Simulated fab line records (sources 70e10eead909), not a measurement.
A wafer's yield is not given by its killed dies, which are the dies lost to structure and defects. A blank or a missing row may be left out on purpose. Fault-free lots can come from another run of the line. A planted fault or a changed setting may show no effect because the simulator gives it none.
fab line records -- flow nand-harc
record: lots: 13, wafers: 39, last-day: 24
route steps=1159 shown A_CONTACT@947 A_BONDPAD@1089 THIN_TSV@1116 END@1159
lots that met no fault: from a run of the same line without faults
start-h: the number of hours between the record's first day and the start of the first shown wafer of the lot -- wait-h: how many hours have passed since the lot's step before this one -- " as in the row above -- L1.1+2: several wafers, shown together as one row -- - either no value or no given start -- * or withheld: withheld -- < > ~ a bound
route shown NAME@n: NAME is a module with steps in the file, n the number in the route of the first one -- usual: mean and standard deviation over wafers with no fault -- same: alike in all rows -- chamber/n: place in a boat -- sites: the reading at each site -- _std_site: standard deviation across them -- _edge_site: outer sites' mean less inner sites' -- radius-mm: how far each site lies from the wafer's centre -- mask NAME#n: copy n -- behind: tool/chamber where the wafer was last shaped -- hold: reason for holding the lot/hours on hold/outcome of the hold -- device: the transistor (n, p or np) that didn't switch -- end of line: the same wafers' tests at the end of the route -- a step without rows: its recipe alone -- killed: count of dies lost to structure and defects at first sort (not the wafer's yield) -- map: a wafer's dies, marking killed ones x, the rest . and places with no die _
set.NAME: setting as actually run; set.NAME@STEP: the setting as run at that earlier step -- model.NAME: the simulator's own value behind a step, which no gauge read
the route's steps for a sample of lots (tables are steps, rows are wafers)
services: when a tool's chamber went out of use (start-h, in hours from the record's first day, below 0 if earlier), for how many hours, and the reason
== steps ==
step: NHARC_A_CONTACT_ETCH_138
recipe: source-w: withheld, pressure-mtorr: 20, bias-v: 3000, time-s: 132, target-depth-a: 12890, ar-flow-sccm: withheld, c4f8-flow-sccm: withheld, o2-flow-sccm: withheld, chemistry: C4F8/O2/Ar
usual: chamber-pressure-mTorr: 20.000/0.018
lot.wafer,tool,chamber,start-h,wait-h,chamber-pressure-mTorr,rf-hours-counter-h
L778.1,har-cap-etch-02,1,382.32,0.1,19.979,11
L778.4,har-cap-etch-02,0,382.32,0.1,20.001,-
L778.5,har-cap-etch-02,1,382.32,0.1,20.013,-
L782.4,har-cap-etch-03,0,397.06,0.1,19.987,-
L782.3,har-cap-etch-03,1,397.06,0.1,20.037,-
L782.5,har-cap-etch-03,0,397.06,0.1,20.003,-
L783.2,har-cap-etch-03,0,405.39,0.1,20.020,85
L783.3,har-cap-etch-03,0,405.39,0.1,19.988,-
L783.5,har-cap-etch-03,0,405.39,0.1,20.001,-
L784.1,har-cap-etch-01,1,407.88,0.1,20.011,67
L784.2,har-cap-etch-01,0,407.88,0.1,19.981,67
L784.3,har-cap-etch-01,1,407.88,0.1,20.009,-
L785.1,har-cap-etch-03,1,424.51,0.1,19.972,87
L785.4,har-cap-etch-03,1,424.51,0.1,19.983,-
L785.6,har-cap-etch-03,1,424.51,0.1,20.036,-
L789.1,har-cap-etch-01,1,469.63,0.1,20.010,76
L789.3,har-cap-etch-01,1,469.63,0.1,20.035,-
L789.6,har-cap-etch-01,0,469.63,0.1,20.013,-
L792.4,har-cap-etch-03,0,474.65,0.1,20.020,-
L792.3,har-cap-etch-03,1,474.65,0.1,19.996,-
L792.5,har-cap-etch-03,1,474.65,0.1,19.984,-
L794.1,har-cap-etch-03,0,478.62,0.1,20.006,97
L794.3,har-cap-etch-03,1,478.62,0.1,19.999,-
L794.6,har-cap-etch-03,1,478.62,0.1,19.997,-
L796.2,har-cap-etch-02,1,481.72,0.1,20.032,31
L796.3,har-cap-etch-02,0,481.72,0.1,20.001,-
L796.6,har-cap-etch-02,1,481.72,0.1,20.023,-
L795.2,har-cap-etch-01,1,483.55,0.1,20.016,80
L795.4,har-cap-etch-01,1,483.55,0.1,20.014,-
L795.6,har-cap-etch-01,0,483.55,0.1,20.001,-
L797.2,har-cap-etch-02,1,492.10,0.1,19.991,32
L797.4,har-cap-etch-02,0,492.10,0.1,20.003,-
L797.3,har-cap-etch-02,1,492.10,0.1,19.973,-
L799.2,har-cap-etch-02,0,513.35,0.1,19.997,34
L799.6,har-cap-etch-02,0,513.35,0.1,19.993,-
L799.5,har-cap-etch-02,1,513.35,0.1,20.003,-
L798.4,har-cap-etch-02,1,516.17,0.1,19.973,-
L798.6,har-cap-etch-02,0,516.17,0.1,20.006,-
L798.5,har-cap-etch-02,1,516.17,0.1,19.984,-
step: NHARC_A_BONDPAD_THK_MEAS_20
recipe: thk-meas-gauge: xrf
usual: thk-nm: 170.2/1.3
lot.wafer,tool,chamber,start-h,wait-h,thk-nm
L778.1,film-metro-01,-,405.86,-,171.5
L778.4,film-metro-01,-,405.86,-,171.1
L778.5,film-metro-01,-,405.86,-,170.7
L782.3,film-metro-02,-,417.54,-,169.7
L782.4,film-metro-02,-,417.54,-,168.7
L782.5,film-metro-02,-,417.54,-,172.4
L783.2,film-metro-01,-,432.90,-,171.6
L783.3,film-metro-01,-,432.90,-,169.4
L783.5,film-metro-01,-,432.90,-,170.0
L784.1,film-metro-01,-,436.01,-,168.9
L784.2,film-metro-01,-,436.01,-,167.7
L784.3,film-metro-01,-,436.01,-,169.5
L785.1,film-metro-01,-,444.39,-,168.0
L785.4,film-metro-01,-,444.39,-,169.1
L785.6,film-metro-01,-,444.39,-,168.8
L789.1,film-metro-01,-,494.33,-,168.2
L789.3,film-metro-01,-,494.33,-,169.5
L789.6,film-metro-01,-,494.33,-,172.2
L792.3,film-metro-02,-,509.77,-,170.9
L792.4,film-metro-02,-,509.77,-,168.1
L792.5,film-metro-02,-,509.77,-,169.7
L794.1,film-metro-01,-,521.40,-,170.2
L794.3,film-metro-01,-,521.40,-,169.8
L794.6,film-metro-01,-,521.40,-,169.2
L796.2,film-metro-01,-,522.67,-,170.1
L796.3,film-metro-01,-,522.67,-,170.5
L796.6,film-metro-01,-,522.67,-,170.1
L795.2,film-metro-02,-,523.31,-,170.1
L795.4,film-metro-02,-,523.31,-,170.7
L795.6,film-metro-02,-,523.31,-,169.2
L797.2,film-metro-01,-,527.94,-,171.6
L797.3,film-metro-01,-,527.94,-,169.9
L797.4,film-metro-01,-,527.94,-,169.4
L799.2,film-metro-02,-,536.75,-,167.7
L799.5,film-metro-02,-,536.75,-,168.8
L799.6,film-metro-02,-,536.75,-,170.5
L798.4,film-metro-01,-,539.64,-,170.7
L798.5,film-metro-01,-,539.64,-,170.0
L798.6,film-metro-01,-,539.64,-,170.4
step: NHARC_THIN_TSV_CD_MEAS_12
recipe: target-cd-nm: 1000, landing-energy-ev: 500
usual: cd-nm: 999.7/1.5
lot.wafer,tool,chamber,start-h,wait-h,cd-nm
L778.1,cd-sem-01,0,422.92,-,997.6
L778.4,cd-sem-01,0,422.92,-,998.7
L778.5,cd-sem-01,0,422.92,-,997.1
L782.3,cd-sem-01,0,434.75,-,998.5
L782.4,cd-sem-01,0,434.75,-,996.7
L782.5,cd-sem-01,0,434.75,-,997.4
L784.1,cd-sem-01,0,448.15,-,998.5
L784.2,cd-sem-01,0,448.15,-,999.9
L784.3,cd-sem-01,0,448.15,-,999.0
L783.2,cd-sem-03,0,449.25,-,1001.6
L783.3,cd-sem-03,0,449.25,-,1003.4
L783.5,cd-sem-03,0,449.25,-,1001.5
L785.1,cd-sem-02,0,459.68,-,999.1
L785.4,cd-sem-02,0,459.68,-,998.5
L785.6,cd-sem-02,0,459.68,-,999.0
L789.1,cd-sem-03,0,507.50,-,999.3
L789.3,cd-sem-03,0,507.50,-,998.5
L789.6,cd-sem-03,0,507.50,-,998.6
L792.3,cd-sem-02,0,520.87,-,1000.6
L792.4,cd-sem-02,0,520.87,-,999.9
L792.5,cd-sem-02,0,520.87,-,1001.5
L794.1,cd-sem-03,0,534.10,-,999.4
L794.3,cd-sem-03,0,534.10,-,1000.1
L794.6,cd-sem-03,0,534.10,-,1002.8
L795.2,cd-sem-03,0,535.29,-,998.8
L795.4,cd-sem-03,0,535.29,-,999.7
L795.6,cd-sem-03,0,535.29,-,999.5
L796.2,cd-sem-01,0,536.46,-,1000.4
L796.3,cd-sem-01,0,536.46,-,1000.7
L796.6,cd-sem-01,0,536.46,-,1000.6
L797.2,cd-sem-02,0,540.77,-,999.0
L797.3,cd-sem-02,0,540.77,-,1000.6
L797.4,cd-sem-02,0,540.77,-,999.4
L799.2,cd-sem-02,0,549.49,-,1001.5
L799.5,cd-sem-02,0,549.49,-,999.0
L799.6,cd-sem-02,0,549.49,-,997.9
L798.4,cd-sem-03,0,550.76,-,1000.0
L798.5,cd-sem-03,0,550.76,-,999.1
L798.6,cd-sem-03,0,550.76,-,998.6
step: NHARC_THIN_TSV_DESCUM_35
recipe: time-s: 3, o2-flow-sccm: 200, ar-flow-sccm: 0, bias-power-w: 0, chemistry: O2
usual: chamber-pressure-mTorr: 60.00/0.056, drypump-motor-current-A: 5.8/0.51, oes-product-au: 1.000/0.008, rf-vpp-V: 57.8/0.82, showerhead-plenum-p-Torr: 1.90/0.085, throttle-valve-pct: 11.310/0.0094
lot.wafer,tool,chamber,start-h,wait-h,chamber-pressure-mTorr,drypump-motor-current-A,oes-product-au,rf-hours-counter-h,rf-vpp-V,showerhead-plenum-p-Torr,throttle-valve-pct
L778.1,rie-diel-09,3,429.03,-,60.09,5.4,1.001,18,58.4,1.92,11.317
L778.4,rie-diel-09,0,429.03,-,60.01,5.1,1.007,17,58.0,2.02,11.317
L778.5,rie-diel-09,2,429.03,-,60.00,6.5,1.010,-,57.6,1.83,11.303
L782.4,rie-diel-12,3,441.82,-,59.90,6.3,1.005,4,59.0,1.96,11.301
L782.3,rie-diel-12,0,441.82,-,60.00,5.9,0.997,4,57.3,1.78,11.316
L782.5,rie-diel-12,0,441.82,-,59.98,5.9,1.000,-,56.4,1.78,11.306
L784.3,rie-diel-12,2,454.76,-,59.98,6.4,1.000,5,57.2,2.00,11.316
L784.1,rie-diel-12,3,454.76,-,60.01,6.3,1.008,5,57.1,1.96,11.317
L784.2,rie-diel-12,0,454.76,-,60.06,5.9,0.987,5,57.1,1.78,11.319
L783.3,rie-diel-12,2,455.48,-,59.98,6.4,0.995,5,58.3,2.00,11.306
L783.2,rie-diel-12,1,455.48,-,59.96,5.4,0.995,5,57.1,1.83,11.331
L783.5,rie-diel-12,2,455.48,-,59.99,6.4,0.992,-,57.7,2.00,11.316
L785.1,rie-diel-09,2,466.76,-,59.94,6.5,1.007,3,56.3,1.83,11.313
L785.4,rie-diel-09,3,466.76,-,59.99,5.4,1.009,3,58.6,1.92,11.306
L785.6,rie-diel-09,1,466.76,-,60.01,5.1,0.994,-,57.5,1.94,11.318
L789.1,rie-diel-09,1,514.27,-,59.98,5.1,1.007,6,57.0,1.94,11.306
L789.3,rie-diel-09,2,514.27,-,60.03,6.5,1.002,8,55.7,1.82,11.305
L789.6,rie-diel-09,0,514.27,-,60.07,5.1,0.989,-,58.3,2.02,11.298
L792.3,rie-diel-05,3,527.13,-,60.05,5.6,1.004,0,57.9,2.05,11.297
L792.4,rie-diel-05,0,527.13,-,59.97,5.8,1.001,0,58.2,1.85,11.309
L792.5,rie-diel-05,3,527.13,-,59.95,5.7,1.005,-,57.9,2.05,11.330
L794.1,rie-diel-05,3,540.20,-,59.89,5.6,1.015,2,58.3,2.05,11.304
L794.3,rie-diel-05,2,540.20,-,59.90,6.0,1.011,2,59.1,1.91,11.308
L794.6,rie-diel-05,3,540.20,-,60.02,5.7,1.013,-,58.6,2.05,11.306
L795.2,rie-diel-12,2,542.58,-,60.04,6.4,1.005,10,58.9,2.00,11.308
L795.4,rie-diel-12,0,542.58,-,60.01,5.9,0.996,11,57.4,1.78,11.314
L795.6,rie-diel-12,3,542.58,-,59.99,6.4,0.999,-,58.0,1.95,11.304
L796.2,rie-diel-12,3,543.21,-,59.95,6.4,1.007,12,58.5,1.95,11.303
L796.3,rie-diel-12,1,543.21,-,60.05,5.4,0.999,11,57.3,1.83,11.310
L796.6,rie-diel-12,0,543.21,-,60.06,5.9,0.997,-,58.4,1.78,11.317
L797.4,rie-diel-05,0,547.49,-,59.96,5.8,0.997,2,56.4,1.85,11.307
L797.2,rie-diel-05,1,547.49,-,60.15,5.1,0.995,2,56.8,1.79,11.309
L797.3,rie-diel-05,3,547.49,-,60.02,5.7,0.987,2,58.0,2.05,11.315
L799.2,rie-diel-09,3,555.60,-,59.96,5.5,0.992,12,57.7,1.92,11.315
L799.5,rie-diel-09,2,555.60,-,59.98,6.5,1.000,-,56.8,1.82,11.310
L799.6,rie-diel-09,3,555.60,-,59.94,5.4,0.989,-,59.3,1.92,11.299
L798.4,rie-diel-09,2,556.85,-,60.10,6.5,1.002,13,56.0,1.82,11.304
L798.5,rie-diel-09,1,556.85,-,59.92,5.1,0.999,-,57.7,1.94,11.312
L798.6,rie-diel-09,2,556.85,-,59.98,6.5,1.006,-,58.5,1.82,11.305
step: NHARC_END_SORT_01
recipe: temp-c: 25
usual: killed-at-array: 27/11, killed-at-other: 0.7/0.93, killed-at-periphery: 2.9/1.9, killed-dies: 30/11, killed-open: 3.1/1.7, killed-short: 1.9/1.3
same: gross-dies: 677
lot.wafer,tool,chamber,start-h,wait-h,killed-at-array,killed-at-other,killed-at-periphery,killed-dies,killed-open,killed-short
L792.3,prober-01,0,536.01,3.0,67,0,0,67,1,3
L792.4,prober-01,0,536.80,3.4,25,1,0,26,2,0
L792.5,prober-01,0,537.59,3.7,75,2,1,78,1,6
L794.1,prober-01,0,549.60,2.5,27,1,2,30,3,2
L794.3,prober-01,0,551.18,3.1,85,0,1,86,3,0
L794.6,prober-01,0,553.55,3.9,81,0,0,81,1,1
killed by level:class
L792.3 A_CONTACT:unspecified=54 A_CHANNEL_HOLE_D1:chamber-film-flake=4 A_WL_FILL:geometric-particle:short=2 A_ZERO_WELL:chamber-film-flake=2 A_CONTACT:chamber-film-flake=2 A_STAIRCASE:geometric-particle:short=1 A_CONTACT:geometric-particle:open=1 A_WL_FILL:chamber-film-flake=1
L792.4 A_CHANNEL_HOLE_D1:chamber-film-flake=18 A_CONTACT:chamber-film-flake=3 A_STAIRCASE:chamber-film-flake=2 A_WL_FILL:geometric-particle:open=1 A_CONTACT:geometric-particle:open=1 THIN_TSV:chamber-film-flake=1
L792.5 A_CONTACT:unspecified=49 A_CONTACT:chamber-film-flake=10 A_CHANNEL_HOLE_D1:chamber-film-flake=6 A_WL_FILL:geometric-particle:short=2 THIN_TSV:chamber-film-flake=2 P_M0:geometric-particle:short=1 A_SOURCE_PLATE:geometric-particle:short=1 A_ONON_D1:geometric-particle:open=1
L794.1 A_SLIT:chamber-film-flake=11 A_CHANNEL_HOLE_D1:chamber-film-flake=4 A_CONTACT:geometric-particle:open=3 A_CONTACT:chamber-film-flake=3 A_M1:chamber-film-flake=3 A_ONON_D1:geometric-particle:short=1 A_WL_FILL:geometric-particle:short=1 P_GATE:chamber-film-flake=1
L794.3 A_CONTACT:unspecified=51 A_SLIT:chamber-film-flake=21 A_CHANNEL_HOLE_D1:chamber-film-flake=5 A_M1:chamber-film-flake=5 P_GATE:geometric-particle:open=1 A_CONTACT:geometric-particle:open=1 A_M0:geometric-particle:open=1 A_CONTACT:chamber-film-flake=1
L794.6 A_CONTACT:unspecified=56 A_SLIT:chamber-film-flake=12 A_CHANNEL_HOLE_D1:chamber-film-flake=6 A_M1:chamber-film-flake=3 A_ONON_D1:geometric-particle:short=1 A_CONTACT:geometric-particle:open=1 A_STAIRCASE:chamber-film-flake=1 A_CONTACT:chamber-film-flake=1
== services ==
tool,chamber,start-h,hours,kind
rie-diel-12,0,358.43,-,clean
rie-diel-12,1,358.43,-,clean
rie-diel-12,2,358.43,-,clean
rie-diel-12,3,358.43,-,clean
rie-diel-09,0,361.10,-,clean
rie-diel-09,1,361.10,-,clean
rie-diel-12,-,379.40,9.0,pm
rie-diel-09,0,384.38,3.8,repair
rie-diel-12,-,389.06,1.5,repair
rie-diel-09,1,394.59,9.7,repair
har-cap-etch-01,-,416.83,0.6,repair
rie-diel-09,-,431.12,9.0,pm
rie-diel-05,-,433.74,21.9,repair
rie-diel-09,1,453.67,8.4,repair
rie-diel-12,2,462.04,9.5,repair
rie-diel-05,3,467.74,11.9,repair
rie-diel-12,0,471.20,8.2,repair
har-cap-etch-03,-,492.53,0.7,repair
rie-diel-05,-,505.84,0.2,repair
rie-diel-05,-,517.60,9.0,pm
rie-diel-09,-,520.22,0.5,repair
rie-diel-05,3,542.78,1.8,repair
har-cap-etch-03,-,545.00,17.0,pm
rie-diel-12,-,556.40,9.0,pm
== key ==
first-sign: step: NHARC_END_SORT_01, reading: killed-at-array, direction: up, sigmas: 4.6, usual: 27, struck: 77
effect: step: NHARC_END_SORT_01, reading: killed-dies, direction: up, sigmas: 4.3, usual: 30, struck: 78
more-kills-born-at: NHARC_A_CONTACT_ETCH_138@har-cap-etch-03: 204
met-at NHARC_A_CONTACT_ETCH_138
struck-lots L792,L794
struck-wafers L792.3,L792.5,L794.3,L794.6
tester-left-out L792,L794
not-acting-at NHARC_A_BONDPAD_THK_MEAS_20,NHARC_THIN_TSV_CD_MEAS_12,NHARC_THIN_TSV_DESCUM_35
onset-between 424.51 474.65
fault: kind: chamber-particle-source, tool: har-cap-etch-03, chamber: 1, onset-h: 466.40, steps: NHARC_A_CONTACT_ETCH_138, rate-per-visit-cm2: 1.5436, end-h: 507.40
tester-left-out: of these lots the tester's yield and bins aren't shown, on N5 and GAA mostly nor the transistor test; their killed dies are dies lost to structure and defects alone, not to doping, threshold or leakage, so they don't give the yield
